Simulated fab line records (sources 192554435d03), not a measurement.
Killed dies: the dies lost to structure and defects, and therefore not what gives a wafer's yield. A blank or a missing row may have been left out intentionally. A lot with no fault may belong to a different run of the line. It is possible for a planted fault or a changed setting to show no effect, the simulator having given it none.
Which of the tools did it? || flow n5Finfet || route of 1938 steps, sampled at 1 step: 12 lots, 36 wafers

## WHAT EACH GAUGE READ, for each wafer
N5_BEOL_M10_INSPECT_13: inspects for defects (brightfield).
{"lot": "L075", "measured": "day 9 23:35", "on": "defectInspect-02", "rawDefectCount": "420 386 439"}
{"lot": "L078", "measured": "day 10 12:12", "on": "defectInspect-01", "rawDefectCount": "367 266 368"}
{"lot": "L079", "measured": "day 11 04:01", "on": "defectInspect-02", "rawDefectCount": "439 433 570"}
{"lot": "L081", "measured": "day 11 19:08", "on": "defectInspect-01", "rawDefectCount": "438 382 339"}
{"lot": "L082", "measured": "day 12 06:45", "on": "defectInspect-01", "rawDefectCount": "278 354 327"}
{"lot": "L084", "measured": "day 12 15:50", "on": "defectInspect-02", "rawDefectCount": "335 473 503"}
{"lot": "L087", "measured": "day 13 06:50", "on": "defectInspect-01", "rawDefectCount": "312 391 500"}
{"lot": "L089", "measured": "day 13 08:44", "on": "defectInspect-01", "rawDefectCount": "243 250 227"}
{"lot": "L091", "measured": "day 14 02:21", "on": "defectInspect-02", "rawDefectCount": "419 408 355"}
{"lot": "L095", "measured": "day 15 05:19", "on": "defectInspect-01", "rawDefectCount": "483 473 591"}
{"lot": "L094", "measured": "day 15 05:41", "on": "defectInspect-02", "rawDefectCount": "394 417 490"}
{"lot": "L097", "measured": "day 15 20:51", "on": "defectInspect-01", "rawDefectCount": "258 330 323"}

## WHAT TOOL EACH LOT RAN ON (gives the tool, then ch and the chambers of the sampled wafers, and finally the start)
The record shows no process step preceding these readings.

## THE ANSWER, worked out from the rows above alone
Rule: usual is defined by the lots themselves. The widest of any qualifying gaps counts: lots, ordered by their means at a reading, are off when they make up no more than a third of the lots, leave a main group of 4 or more, and stand apart from it by 3 or more times the standard deviation of that group's means. If all means in a main group match to the digits the tables above print for the reading, that group is not used. Also off: a lot with no number at a reading for which 4 or more lots have one. Where the step has rows for the other lots, those lots are counted as sound.
Nothing can be told from this: no lot is off at any reading shown.

## WHAT THE SIMULATOR HAD INSERTED
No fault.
